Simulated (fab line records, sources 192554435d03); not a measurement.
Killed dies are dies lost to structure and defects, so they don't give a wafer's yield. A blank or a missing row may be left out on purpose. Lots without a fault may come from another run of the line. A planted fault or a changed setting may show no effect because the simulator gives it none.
Chamber matching | flow n5_finfet | N5_MIM_TOP_ETCH_STRIP_01 on rie_diel-02: 4 sister chambers
The step strips in O2. 16 wafers are shown with their chamber, then 7 later ones without.

WAFERS WITH THEIR CHAMBER
wafer  | chamber | drypump_motor_current_A (A) | throttle_valve_pct (%) | showerhead_plenum_p_Torr (Torr)
L712.1 | 3       | 6.6                         | 16.5                   | 2.22
L712.3 | 0       | 5.1                         | 17.0                   | 2.06
L712.6 | 1       | 5.4                         | 16.3                   | 2.09
L715.1 | 1       | 5.4                         | 16.3                   | 2.09
L715.2 | 2       | 6.6                         | 16.1                   | 2.11
L715.4 | 3       | 6.6                         | 16.5                   | 2.21
L719.1 | 2       | 6.6                         | 16.1                   | 2.11
L719.3 | 1       | 5.3                         | 16.3                   | 2.09
L719.6 | 3       | 6.6                         | 16.6                   | 2.21
L722.1 | 1       | 5.4                         | 16.3                   | 2.08
L722.2 | 3       | 6.6                         | 16.6                   | 2.21
L722.5 | 2       | 6.6                         | 16.1                   | 2.10
L723.2 | 1       | 5.4                         | 16.3                   | 2.09
L723.5 | 0       | 5.1                         | 17.1                   | 2.05
L723.6 | 1       | 5.4                         | 16.3                   | 2.09
L724.1 | 2       | 6.6                         | 16.1                   | 2.10

SIGNATURES (means of the wafers above)
reading                  | chamber 0 | chamber 1 | chamber 2 | chamber 3 | scatter within a chamber
drypump_motor_current_A  | 5.100     | 5.383     | 6.600     | 6.600     | 0.0264
throttle_valve_pct       | 17.050    | 16.300    | 16.100    | 16.550    | 0.0354
showerhead_plenum_p_Torr | 2.0550    | 2.0883    | 2.1050    | 2.2125    | 0.00507
Rule: a wafer's distance from a chamber is the root of the sum, over the readings, of the square of ((its reading less the chamber's mean) divided by the reading's scatter). The wafer belongs to the nearest chamber; if the next one is less than 2 further off, it can't be placed. The scatter: the root of (the sum of the squares of (reading less its chamber's mean) over the shown wafers, divided by (wafers less chambers)).

WAFERS WITHOUT THEIR CHAMBER
wafer  | drypump_motor_current_A (A) | throttle_valve_pct (%) | showerhead_plenum_p_Torr (Torr)
L724.2 | 5.4                         | 16.3                   | 2.08
L724.5 | 5.4                         | 16.3                   | 2.08
L725.2 | 5.4                         | 16.3                   | 2.08
L725.4 | 6.6                         | 16.6                   | 2.20
L725.6 | 6.6                         | 16.1                   | 2.10
L730.1 | 6.6                         | 16.2                   | 2.10
L730.2 | 5.4                         | 16.3                   | 2.08

WHICH CHAMBER EACH WENT THROUGH
wafer  | from the rows above | in truth
L724.2 | 1                   | 1
L724.5 | 1                   | 1
L725.2 | 1                   | 1
L725.4 | 3                   | 3
L725.6 | 2                   | 2
L730.1 | 2                   | 2
L730.2 | 1                   | 1
Placed correctly: 7 of 7. Can't be placed from these rows: 0. Placed wrongly: 0.
